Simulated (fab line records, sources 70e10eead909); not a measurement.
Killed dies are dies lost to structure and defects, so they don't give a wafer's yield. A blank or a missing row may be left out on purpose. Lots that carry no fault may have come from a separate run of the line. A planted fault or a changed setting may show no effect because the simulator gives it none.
The tool behind it: which one? :: flow nandHarc :: 14 lots with 42 wafers sampled at 4 steps, on a route of 1159 steps

## WHAT EACH GAUGE READ, for each wafer
No reading from a measuring or inspecting step in the record can be judged against a usual standard deviation.

## WHICH TOOL RAN EACH LOT (tool, then ch and the chambers of the sampled wafers, then the start)
lot: L709
NHARC_P_GATE_RTA_64: rtpAnneal-02 ch 0, day 5 13:40
NHARC_P_CONTACT_DEP_30: pecvd-04 ch 0,2, day 5 15:02
NHARC_P_M0_PEB_07: lithoTrack-04 ch 0, day 6 00:49
NHARC_P_M0_STRIP_18: rieDiel-01 ch 1,2, day 6 01:28

lot: L711
NHARC_P_GATE_RTA_64: rtpAnneal-02 ch 0, day 6 02:13
NHARC_P_CONTACT_DEP_30: pecvd-02 ch 0,2, day 6 03:49
NHARC_P_M0_PEB_07: lithoTrack-01 ch 0, day 6 13:40
NHARC_P_M0_STRIP_18: rieDiel-01 ch 1,2,3, day 6 14:22

lot: L712
NHARC_P_GATE_RTA_64: rtpAnneal-01 ch 0, day 6 09:59
NHARC_P_CONTACT_DEP_30: pecvd-04 ch 0,1,2, day 6 11:28
NHARC_P_M0_PEB_07: lithoTrack-04 ch 0, day 6 17:19
NHARC_P_M0_STRIP_18: rieDiel-12 ch 1,2,3, day 6 17:58

lot: L713
NHARC_P_GATE_RTA_64: rtpAnneal-02 ch 0, day 6 23:35
NHARC_P_CONTACT_DEP_30: pecvd-02 ch 0,1, day 7 00:55
NHARC_P_M0_PEB_07: lithoTrack-01 ch 0, day 7 06:34
NHARC_P_M0_STRIP_18: rieDiel-01 ch 0,1, day 7 07:14

lot: L718
NHARC_P_GATE_RTA_64: rtpAnneal-01 ch 0, day 7 22:06
NHARC_P_CONTACT_DEP_30: pecvd-02 ch 1,2, day 7 23:40
NHARC_P_M0_PEB_07: lithoTrack-06 ch 0, day 8 05:40
NHARC_P_M0_STRIP_18: rieDiel-09 ch 0,2, day 8 06:20

lot: L721
NHARC_P_GATE_RTA_64: rtpAnneal-02 ch 0, day 8 16:32
NHARC_P_CONTACT_DEP_30: pecvd-02 ch 0,2, day 8 17:50
NHARC_P_M0_PEB_07: lithoTrack-06 ch 0, day 9 03:15
NHARC_P_M0_STRIP_18: rieDiel-01 ch 1,2,3, day 9 03:54

lot: L722
NHARC_P_GATE_RTA_64: rtpAnneal-02 ch 0, day 9 01:27
NHARC_P_CONTACT_DEP_30: pecvd-04 ch 0,1,2, day 9 02:55
NHARC_P_M0_PEB_07: lithoTrack-01 ch 0, day 9 14:39
NHARC_P_M0_STRIP_18: rieDiel-01 ch 0,2,3, day 9 15:20

lot: L725
NHARC_P_GATE_RTA_64: rtpAnneal-01 ch 0, day 9 17:20
NHARC_P_CONTACT_DEP_30: pecvd-02 ch 0,2, day 9 18:56
NHARC_P_M0_PEB_07: lithoTrack-01 ch 0, day 10 01:46
NHARC_P_M0_STRIP_18: rieDiel-09 ch 1,2,3, day 10 02:25

lot: L726
NHARC_P_GATE_RTA_64: rtpAnneal-02 ch 0, day 9 17:47
NHARC_P_CONTACT_DEP_30: pecvd-04 ch 0,2, day 9 19:16
NHARC_P_M0_PEB_07: lithoTrack-01 ch 0, day 10 02:25
NHARC_P_M0_STRIP_18: rieDiel-09 ch 0,1,3, day 10 03:06

lot: L728
NHARC_P_GATE_RTA_64: rtpAnneal-01 ch 0, day 10 11:45
NHARC_P_CONTACT_DEP_30: pecvd-02 ch 0,2, day 10 13:13
NHARC_P_M0_PEB_07: lithoTrack-01 ch 0, day 10 23:56
NHARC_P_M0_STRIP_18: rieDiel-01 ch 0,3, day 11 00:41

lot: L727
NHARC_P_GATE_RTA_64: rtpAnneal-01 ch 0, day 10 12:26
NHARC_P_CONTACT_DEP_30: pecvd-03 ch 1,2, day 10 13:47
NHARC_P_M0_PEB_07: lithoTrack-04 ch 0, day 11 00:11
NHARC_P_M0_STRIP_18: rieDiel-01 ch 0,1,3, day 11 01:08

lot: L730
NHARC_P_GATE_RTA_64: rtpAnneal-02 ch 0, day 10 21:00
NHARC_P_CONTACT_DEP_30: pecvd-03 ch 1,2, day 10 22:25
NHARC_P_M0_PEB_07: lithoTrack-01 ch 0, day 11 04:06
NHARC_P_M0_STRIP_18: rieDiel-09 ch 0,3, day 11 04:45

lot: L729
NHARC_P_GATE_RTA_64: rtpAnneal-01 ch 0, day 10 21:25
NHARC_P_CONTACT_DEP_30: pecvd-02 ch 0,1, day 10 22:49
NHARC_P_M0_PEB_07: lithoTrack-04 ch 0, day 11 04:22
NHARC_P_M0_STRIP_18: rieDiel-01 ch 0,3, day 11 05:00

lot: L731
NHARC_P_GATE_RTA_64: rtpAnneal-01 ch 0, day 11 08:54
NHARC_P_CONTACT_DEP_30: pecvd-04 ch 0,2, day 11 10:17
NHARC_P_M0_PEB_07: lithoTrack-01 ch 0, day 11 17:29
NHARC_P_M0_STRIP_18: rieDiel-12 ch 0,1,3, day 11 18:10
- NHARC_P_GATE_RTA_64: time 1 s.
- NHARC_P_CONTACT_DEP_30: deposits SiNx, target thk 30 nm.
- NHARC_P_M0_PEB_07: peb time 65 s.
- NHARC_P_M0_STRIP_18: strips in N2/H2.

## AS READ BY THE TOOLS THEMSELVES (means over the sampled wafers that have a number; for cases with no such wafer, the mark the record gives instead)
NHARC_P_GATE_RTA_64. Usual: lampPowerPct 34.6 %, standard deviation 0.43; lamp_zone_4_pct 34.6 %, standard deviation 0.43; wafer_temp_C_max 1053.6, standard deviation 0.95.
lot: L709
tool: rtpAnneal-02
lampPowerPct (%): 34.2
lamp_zone_4_pct (%): 34.1
wafer_temp_C_max: 1052.3
flag: 

lot: L711
tool: rtpAnneal-02
lampPowerPct (%): 34.1
lamp_zone_4_pct (%): 34.1
wafer_temp_C_max: 1053.0
flag: 

lot: L712
tool: rtpAnneal-01
lampPowerPct (%): 35.0
lamp_zone_4_pct (%): 35.1
wafer_temp_C_max: 1054.2
flag: 

lot: L713
tool: rtpAnneal-02
lampPowerPct (%): 34.2
lamp_zone_4_pct (%): 34.2
wafer_temp_C_max: 1053.3
flag: 

lot: L718
tool: rtpAnneal-01
lampPowerPct (%): 35.0
lamp_zone_4_pct (%): 35.0
wafer_temp_C_max: 1054.1
flag: 

lot: L721
tool: rtpAnneal-02
lampPowerPct (%): 34.2
lamp_zone_4_pct (%): 34.2
wafer_temp_C_max: 1053.1
flag: 

lot: L722
tool: rtpAnneal-02
lampPowerPct (%): 34.1
lamp_zone_4_pct (%): 34.2
wafer_temp_C_max: 1053.0
flag: 

lot: L725
tool: rtpAnneal-01
lampPowerPct (%): 35.0
lamp_zone_4_pct (%): 35.0
wafer_temp_C_max: 1054.3
flag: 

lot: L726
tool: rtpAnneal-02
lampPowerPct (%): 34.2
lamp_zone_4_pct (%): 34.2
wafer_temp_C_max: 1053.2
flag: 

lot: L728
tool: rtpAnneal-01
lampPowerPct (%): 34.9
lamp_zone_4_pct (%): 35.0
wafer_temp_C_max: 1054.5
flag: 

lot: L727
tool: rtpAnneal-01
lampPowerPct (%): 35.1
lamp_zone_4_pct (%): 35.0
wafer_temp_C_max: 1054.8
flag: 

lot: L730
tool: rtpAnneal-02
lampPowerPct (%): 34.2
lamp_zone_4_pct (%): 34.2
wafer_temp_C_max: 1053.4
flag: 

lot: L729
tool: rtpAnneal-01
lampPowerPct (%): 35.0
lamp_zone_4_pct (%): 35.0
wafer_temp_C_max: 1054.5
flag: 

lot: L731
tool: rtpAnneal-01
lampPowerPct (%): 35.1
lamp_zone_4_pct (%): 35.0
wafer_temp_C_max: 1055.1
flag: 

NHARC_P_CONTACT_DEP_30. Usual: heaterPowerW at 677 W, with a standard deviation of 90.
lot: L709
tool: pecvd-04
heaterPowerW (W): 606
flag: 

lot: L711
tool: pecvd-02
heaterPowerW (W): 623
flag: 

lot: L712
tool: pecvd-04
heaterPowerW (W): 615
flag: 

lot: L713
tool: pecvd-02
heaterPowerW (W): 730
flag: 

lot: L718
tool: pecvd-02
heaterPowerW (W): 721
flag: 

lot: L721
tool: pecvd-02
heaterPowerW (W): 686
flag: 

lot: L722
tool: pecvd-04
heaterPowerW (W): 576
flag: 

lot: L725
tool: pecvd-02
heaterPowerW (W): 660
flag: 

lot: L726
tool: pecvd-04
heaterPowerW (W): 621
flag: 

lot: L728
tool: pecvd-02
heaterPowerW (W): 618
flag: 

lot: L727
tool: pecvd-03
heaterPowerW (W): 875
flag: 

lot: L730
tool: pecvd-03
heaterPowerW (W): 792
flag: 

lot: L729
tool: pecvd-02
heaterPowerW (W): 650
flag: 

lot: L731
tool: pecvd-04
heaterPowerW (W): 643
flag: 

NHARC_P_M0_PEB_07. Usual: heaterPowerTotalW 156.7 W, standard deviation 0.45; plateTempC 99.99 C, standard deviation 0.14; resistLineTempC 23.02 C, standard deviation 0.1.
lot: L709
tool: lithoTrack-04
heaterPowerTotalW (W): 156.5
plateTempC (C): 99.85
resistLineTempC (C): 23.00
flag: 

lot: L711
tool: lithoTrack-01
heaterPowerTotalW (W): 157.0
plateTempC (C): 99.91
resistLineTempC (C): 23.00
flag: 

lot: L712
tool: lithoTrack-04
heaterPowerTotalW (W): 156.3
plateTempC (C): 100.24
resistLineTempC (C): 23.17
flag: 

lot: L713
tool: lithoTrack-01
heaterPowerTotalW (W): 156.4
plateTempC (C): 99.84
resistLineTempC (C): 23.10
flag: 

lot: L718
tool: lithoTrack-06
heaterPowerTotalW (W): 143.1
plateTempC (C): 93.73
resistLineTempC (C): 22.94
flag: OFF

lot: L721
tool: lithoTrack-06
heaterPowerTotalW (W): 143.5
plateTempC (C): 93.75
resistLineTempC (C): 22.91
flag: OFF

lot: L722
tool: lithoTrack-01
heaterPowerTotalW (W): 156.8
plateTempC (C): 99.90
resistLineTempC (C): 23.06
flag: 

lot: L725
tool: lithoTrack-01
heaterPowerTotalW (W): 156.9
plateTempC (C): 99.95
resistLineTempC (C): 23.11
flag: 

lot: L726
tool: lithoTrack-01
heaterPowerTotalW (W): 157.0
plateTempC (C): 100.01
resistLineTempC (C): 23.07
flag: 

lot: L728
tool: lithoTrack-01
heaterPowerTotalW (W): 156.6
plateTempC (C): 100.09
resistLineTempC (C): 23.03
flag: 

lot: L727
tool: lithoTrack-04
heaterPowerTotalW (W): 157.1
plateTempC (C): 100.04
resistLineTempC (C): 22.93
flag: 

lot: L730
tool: lithoTrack-01
heaterPowerTotalW (W): 156.0
plateTempC (C): 100.03
resistLineTempC (C): 23.03
flag: 

lot: L729
tool: lithoTrack-04
heaterPowerTotalW (W): 156.7
plateTempC (C): 99.99
resistLineTempC (C): 23.15
flag: 

lot: L731
tool: lithoTrack-01
heaterPowerTotalW (W): 156.1
plateTempC (C): 99.98
resistLineTempC (C): 23.05
flag: 

NHARC_P_M0_STRIP_18. Usual: drypumpMotorCurrentA 5.70 A, standard deviation 0.27; n2FlowSccm 150.1 sccm, standard deviation 0.42; oesProductAu 0.996 a.u., standard deviation 0.017; rfVppV 90.8 V, standard deviation 0.92; showerheadPlenumPTorr 2.07 Torr, standard deviation 0.093; throttleValvePct 14.172 %, standard deviation 0.0085.
lot: L709
tool: rieDiel-01
drypumpMotorCurrentA (A): 5.86
n2FlowSccm (sccm): 150.2
oesProductAu (a.u.): 0.977
rfVppV (V): 90.7
showerheadPlenumPTorr (Torr): 2.14
throttleValvePct (%): 14.175
flag: 

lot: L711
tool: rieDiel-01
drypumpMotorCurrentA (A): 5.76
n2FlowSccm (sccm): 149.8
oesProductAu (a.u.): 0.987
rfVppV (V): 90.6
showerheadPlenumPTorr (Torr): 2.10
throttleValvePct (%): 14.166
flag: 

lot: L712
tool: rieDiel-12
drypumpMotorCurrentA (A): 5.42
n2FlowSccm (sccm): 149.6
oesProductAu (a.u.): 0.987
rfVppV (V): 90.4
showerheadPlenumPTorr (Torr): 1.98
throttleValvePct (%): 14.177
flag: 

lot: L713
tool: rieDiel-01
drypumpMotorCurrentA (A): 5.86
n2FlowSccm (sccm): 150.1
oesProductAu (a.u.): 0.999
rfVppV (V): 91.5
showerheadPlenumPTorr (Torr): 2.12
throttleValvePct (%): 14.180
flag: 

lot: L718
tool: rieDiel-09
drypumpMotorCurrentA (A): 5.75
n2FlowSccm (sccm): 150.4
oesProductAu (a.u.): 0.997
rfVppV (V): 91.1
showerheadPlenumPTorr (Torr): 2.05
throttleValvePct (%): 14.175
flag: 

lot: L721
tool: rieDiel-01
drypumpMotorCurrentA (A): 5.75
n2FlowSccm (sccm): 149.7
oesProductAu (a.u.): 0.989
rfVppV (V): 91.6
showerheadPlenumPTorr (Torr): 2.10
throttleValvePct (%): 14.174
flag: 

lot: L722
tool: rieDiel-01
drypumpMotorCurrentA (A): 6.00
n2FlowSccm (sccm): 150.4
oesProductAu (a.u.): 0.992
rfVppV (V): 91.2
showerheadPlenumPTorr (Torr): 2.11
throttleValvePct (%): 14.170
flag: 

lot: L725
tool: rieDiel-09
drypumpMotorCurrentA (A): 5.56
n2FlowSccm (sccm): 149.9
oesProductAu (a.u.): 0.989
rfVppV (V): 90.4
showerheadPlenumPTorr (Torr): 2.05
throttleValvePct (%): 14.171
flag: 

lot: L726
tool: rieDiel-09
drypumpMotorCurrentA (A): 5.58
n2FlowSccm (sccm): 150.4
oesProductAu (a.u.): 1.001
rfVppV (V): 91.4
showerheadPlenumPTorr (Torr): 2.12
throttleValvePct (%): 14.163
flag: 

lot: L728
tool: rieDiel-01
drypumpMotorCurrentA (A): 5.95
n2FlowSccm (sccm): 150.2
oesProductAu (a.u.): 0.982
rfVppV (V): 91.2
showerheadPlenumPTorr (Torr): 2.07
throttleValvePct (%): 14.166
flag: 

lot: L727
tool: rieDiel-01
drypumpMotorCurrentA (A): 5.79
n2FlowSccm (sccm): 150.2
oesProductAu (a.u.): 0.990
rfVppV (V): 90.9
showerheadPlenumPTorr (Torr): 2.09
throttleValvePct (%): 14.170
flag: 

lot: L730
tool: rieDiel-09
drypumpMotorCurrentA (A): 5.49
n2FlowSccm (sccm): 149.7
oesProductAu (a.u.): 1.003
rfVppV (V): 91.1
showerheadPlenumPTorr (Torr): 2.20
throttleValvePct (%): 14.163
flag: 

lot: L729
tool: rieDiel-01
drypumpMotorCurrentA (A): 6.02
n2FlowSccm (sccm): 150.0
oesProductAu (a.u.): 0.985
rfVppV (V): 90.6
showerheadPlenumPTorr (Torr): 2.10
throttleValvePct (%): 14.161
flag: 

lot: L731
tool: rieDiel-12
drypumpMotorCurrentA (A): 5.58
n2FlowSccm (sccm): 150.1
oesProductAu (a.u.): 0.999
rfVppV (V): 90.2
showerheadPlenumPTorr (Torr): 1.99
throttleValvePct (%): 14.170
flag: 

## THE ANSWER, worked out from the rows above alone
Rule: a lot is off if the mean of its wafers that have a number lies more than 3 standard deviations from the usual mean. Also off: a lot with no number at a reading for which 4 or more lots have one. Where the step has rows for the other lots, those lots are counted as sound. The gauges are gone through in route order, then the tools' own readings, and for those a lot's mean is taken as printed above. The first step at which some lot is off is used, and at that step the reading that is off furthest; a lot without a number counts as furthest.
Off: L718, L721, at NHARC_P_M0_PEB_07 (plateTempC).
A tool fits if, at that step or a process step before it, it ran every lot that is off, and no sound lot after the first of them. One fits: NHARC_P_M0_PEB_07 on lithoTrack-06. It ran no sound lot before its first lot that is off in this sample, so the start can't be narrowed down.
The tool's own readings at NHARC_P_M0_PEB_07 bear it out: on the lots that are off they differ by more than 5 times the standard deviation of the sound lots' means. heaterPowerTotalW reads 143.3 W there against 156.6 W on the sound lots; plateTempC reads 93.74 C there against 99.99 C on the sound lots.

## WHAT THE SIMULATOR PUT IN
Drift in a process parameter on lithoTrack-06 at NHARC_P_M0_PEB_07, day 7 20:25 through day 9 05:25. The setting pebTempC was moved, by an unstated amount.
Struck lots among those shown: L718, L721. The rule above found the same.
